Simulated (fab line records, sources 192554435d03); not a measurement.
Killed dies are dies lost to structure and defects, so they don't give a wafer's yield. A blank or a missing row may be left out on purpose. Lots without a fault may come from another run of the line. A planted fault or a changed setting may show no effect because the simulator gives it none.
fab line records | flow n5_finfet
record lots=7 wafers=21
route steps=1938 shown MIM_BOT_ETCH@1868 PASSIVATION@1901
start_h: hours from the record's first day to the start of the lot's first wafer shown | wait_h: hours since the lot's step before | " the same as in the row above | L1.1+2: a row that stands for several wafers | - no value, or no start given | * or withheld: withheld | < > ~ a bound
route shown NAME@n: a module of which the file shows steps, and the number in the route of the first | usual: mean/standard deviation of fault-free wafers | same: alike in all rows | chamber/n: place in a boat | sites: the reading at each site | _std_site: their standard deviation | _edge_site: outer sites' mean less inner sites' | radius_mm: how far each site lies from the wafer's centre | mask NAME#n: copy n | behind: the tool/chamber that last shaped the wafer | hold: why the lot was held/for how many hours/how that ended | device: the transistor (n, p or np) that didn't switch | end of line: the same wafers' tests at the end of the route | a step without rows: its recipe alone | killed: dies lost to structure and defects at the first sort, not the wafer's yield | map: a wafer's dies, x killed, . not, _ none there
set.NAME: the setting as run; set.NAME@STEP: as run at that earlier step | model.NAME: the simulator's own value behind a step, which no gauge read
lots whose settings were changed on purpose; a table a step, a row a wafer
## steps
# step N5_MIM_BOT_ETCH_ETCH_00
# recipe chemistry=Cl2/BCl3 target=TiN target_depth_a=455 ion_energy_ev=150 pressure_mtorr=10 icp_w=1000 bias_w=126 Cl2_flow_sccm=53.25 bcl3_flow_sccm=21.75 Ar_flow_sccm=25
# columns lot.wafer tool chamber start_h wait_h set.bias_w model.etch.depth_nm
L075.2 rie_metal-01 0 252.11 0.1 126 45.49
L075.3 " 1 " " 126 45.66
L075.4 " 0 " " 126 45.76
L077.4 rie_metal-02 0 269.54 0.1 126 46.02
L077.5 " 0 " " 126 45.88
L077.6 " 1 " " 126 45.33
L079.4 rie_metal-03 1 276.77 0.1 135.6 46.57
L079.5 " 0 " " 135.6 46.63
L079.6 " 1 " " 126 45.32
L085.2 rie_metal-03 0 308.91 0.1 105.7 43.26
L085.4 " 0 " " 126 46.04
L085.6 " 0 " " 126 45.96
L086.2 rie_metal-01 0 316.24 0.1 126 44.56
L086.4 " 1 " " 126 44.96
L086.5 " 1 " " 126 44.36
L088.2 rie_metal-01 1 331.20 0.1 134.7 46.25
L088.5 " 1 " " 126 45.26
L088.6 " 0 " " 126 44.94
L097.1 rie_metal-03 0 391.90 0.1 106.4 43.8
L097.3 " 1 " " 126 47.33
L097.6 " 1 " " 106.4 44.4
# step N5_PASSIVATION_EXPOSE_27
# recipe mask_id=PAD na=0.55 source_shape=conventional sigma_outer=0.8 polarization=unpolarized defocus_nm=0 dose_mj=32.3
# columns lot.wafer tool chamber start_h wait_h mask set.dose_mj
L075.2+3+4 krf_scanner-01 0 259.08 - PAD#0 32.3
L077.4+6 krf_scanner-01 0 273.10 - PAD#0 32.3
L077.5 " 0 " " PAD#0 31.19
L079.4+5+6 krf_scanner-02 0 280.43 - PAD#0 32.3
L085.2+6 krf_scanner-02 0 312.58 - PAD#0 32.3
L085.4 " 0 " " PAD#0 34.7
L086.2+5 krf_scanner-01 0 322.42 - PAD#0 32.3
L086.4 " 0 " " PAD#0 30.48
L088.2+5+6 krf_scanner-02 0 334.50 - PAD#0 32.3
L097.1+3 krf_scanner-02 0 395.82 - PAD#0 32.3
L097.6 " 0 " " PAD#0 31.41
# step N5_PASSIVATION_PEB_28
# recipe peb_temp_c=withheld peb_time_s=*
# step N5_PASSIVATION_DEVELOP_29
# recipe develop_time_s=60 rinse_liquid=diw dry=air_spin dev_temp_c=21
# step N5_PASSIVATION_HARDBAKE_31
# recipe temp_c=130 time_s=120
# step N5_PASSIVATION_CD_MEAS_30
# recipe target_cd_nm=4000 landing_energy_ev=500 detector=se_inlens polarity=opening
# usual cd_nm=3999.7/2.2
# columns lot.wafer tool chamber start_h wait_h set.dose_mj@PASSIVATION_EXPOSE_27 cd_nm
L075.2 cd_sem-02 0 259.25 - 32.3 4000.8
L075.3 " 0 " " 32.3 4000.2
L075.4 " 0 " " 32.3 3999.2
L077.4 cd_sem-02 0 273.26 - 32.3 4000.8
L077.5 " 0 " " 31.19 3994.3
L077.6 " 0 " " 32.3 4003.2
L079.4 cd_sem-01 0 280.60 - 32.3 4005.7
L079.5 " 0 " " 32.3 4002.6
L079.6 " 0 " " 32.3 4000.3
L085.2 cd_sem-03 0 312.75 - 32.3 3998.8
L085.4 " 0 " " 34.7 4010.8
L085.6 " 0 " " 32.3 3999.0
L086.2 cd_sem-03 0 322.59 - 32.3 4001.9
L086.4 " 0 " " 30.48 3990.2
L086.5 " 0 " " 32.3 4001.9
L088.2 cd_sem-01 0 334.67 - 32.3 4000.7
L088.5 " 0 " " 32.3 3999.0
L088.6 " 0 " " 32.3 4000.6
L097.1 cd_sem-01 0 395.99 - 32.3 4000.8
L097.3 " 0 " " 32.3 3998.0
L097.6 " 0 " " 31.41 3993.2
## key
split step=N5_MIM_BOT_ETCH_ETCH_00 setting=bias_w stated=126 by=wafer
response step=N5_MIM_BOT_ETCH_ETCH_00 reading=model.etch.depth_nm change=+0.184 per=1% r=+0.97
split step=N5_PASSIVATION_EXPOSE_27 setting=dose_mj stated=32.3 by=wafer
response step=N5_PASSIVATION_CD_MEAS_30 reading=cd_nm change=+1.86 per=1% r=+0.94
